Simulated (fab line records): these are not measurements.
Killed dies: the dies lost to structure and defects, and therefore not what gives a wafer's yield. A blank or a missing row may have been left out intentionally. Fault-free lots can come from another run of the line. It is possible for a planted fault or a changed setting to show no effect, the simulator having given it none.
Split-lot trial -- flow n5 finfet -- 21 wafers read across 7 lots, on a route 1938 steps long

THE SPLIT ITSELF
At N5_BEOL_M10_ILD_DEP_00 (deposits SiCOH lowk from DEMS/porogen, target thk 308.51 nm, time 58 s), the setting time s was moved away from the recipe's 58 s on 4 of the 21 wafers read, by -14.0% to -10.5%. The other wafers ran this setting at the recipe's value.

FROM THE SPLIT TO THE READING: what the file shows between them, 1 step
- N5_BEOL_M10_CURE_71: cures SiCOH lowk, time 240 s

THE READING
Values of M10_ILD_THK in nm from N5_BEOL_M10_THK_MEAS_01. Fault-free wafers of this fab line usually give 270 nm, standard deviation 3.8 nm.

wafer,"tool, chamber at the split","time s as run, s",against the recipe,"M10_ILD_THK, nm",against lot-mates on the recipe
L074.2,"pecvd-03, 0",58,recipe,264,-
L074.3,"pecvd-03, 0",58,recipe,268,-
L074.5,"pecvd-03, 1",51.78,-10.7%,237,-29
L075.3,"pecvd-04, 1",58,recipe,267,-
L075.4,"pecvd-04, 0",49.86,-14.0%,242,-28
L075.5,"pecvd-04, 1",58,recipe,273,-
L078.1,"pecvd-01, 1",58,recipe,267,-
L078.3,"pecvd-01, 2",58,recipe,273,-
L078.4,"pecvd-01, 2",58,recipe,275,-
L080.1,"pecvd-03, 1",51.91,-10.5%,239,-31
L080.4,"pecvd-03, 2",51.91,-10.5%,247,-23
L080.6,"pecvd-03, 1",58,recipe,270,-
L086.3,"pecvd-01, 0",58,recipe,267,-
L086.5,"pecvd-01, 2",58,recipe,271,-
L086.6,"pecvd-01, 1",58,recipe,264,-
L091.1,"pecvd-04, 2",58,recipe,271,-
L091.2,"pecvd-04, 1",58,recipe,267,-
L091.4,"pecvd-04, 1",58,recipe,274,-
L097.1,"pecvd-04, 2",58,recipe,269,-
L097.3,"pecvd-04, 1",58,recipe,265,-
L097.5,"pecvd-04, 1",58,recipe,270,-

THE FIT
A straight line over all 21 wafers: M10_ILD_THK changes by +2.38 nm for each +1% of time s; r = +0.94; the points scatter about the line by 4 nm.
The same after taking each lot's own level away (the mean of its wafers on the recipe; 21 wafers): +2.38 nm for each +1%; r = +0.96; scatter 3.3 nm.
Per that fit: largest time s move, reading shift of 33 nm.
The span of the lots' own levels, 266.0 to 271.7 nm, comes to 1.5 times the standard deviation stated above.
The two slopes agree, so the slope changes little with the lot-to-lot level.
Check: -36.7 nm against its lot-mates is what the line predicts for one of the wafers moved furthest among these (-14.0%) when that wafer is left out of the fit. It came out at -28 nm against them.

ADDITIONAL SPLITS CARRIED BY THESE WAFERS
Note: prior to the reading, these wafers also went through further splits. Each is held against what the fit with the lots' levels taken away leaves over:
other split on the same wafers,wafers away from the commonest value,r with M10_ILD_THK (lot level and that fit taken away)
N5_BEOL_M4_COAT_05 spin rpm,6,-0.12
N5_BEOL_M5_COAT_05 spin rpm,6,+0.19
N5_BEOL_M6_COAT_22 spin rpm,7,+0.10
N5_BEOL_M6_ETCH_66 bias w,9,+0.17
N5_BEOL_M7_COAT_71 spin rpm,8,+0.17
N5_BEOL_M7_ETCH_66 bias w,9,-0.19
N5_BEOL_M7_ETCH_41 source w,8,-0.11

THE WHOLE CHAIN: every reading that the file lists as answering this split, in the file's order
step,what it does,reading,change (the file's fit),r (the file's)
N5_BEOL_M10_ILD_DEP_00,"deposits SiCOH lowk from DEMS/porogen, target thk 308.51 nm, time 58 s","SiCOH_lowk_of_BEOL_M10_ILD_DEP_00.thk nm (the simulator's own value, which no gauge read)",+2.63 nm for each +1% of the setting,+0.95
N5_BEOL_M10_CURE_71,"cures SiCOH lowk, time 240 s","SiCOH_lowk_of_BEOL_M10_ILD_DEP_00.thk nm (the simulator's own value, which no gauge read)",+2.32 nm for each +1% of the setting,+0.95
N5_BEOL_M10_THK_MEAS_01,,M10_ILD_THK,+2.32 for each +1% of the setting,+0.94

THE FILE'S OWN FIT
M10_ILD_THK changes by +2.32 nm for each +1% of time s, r = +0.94.
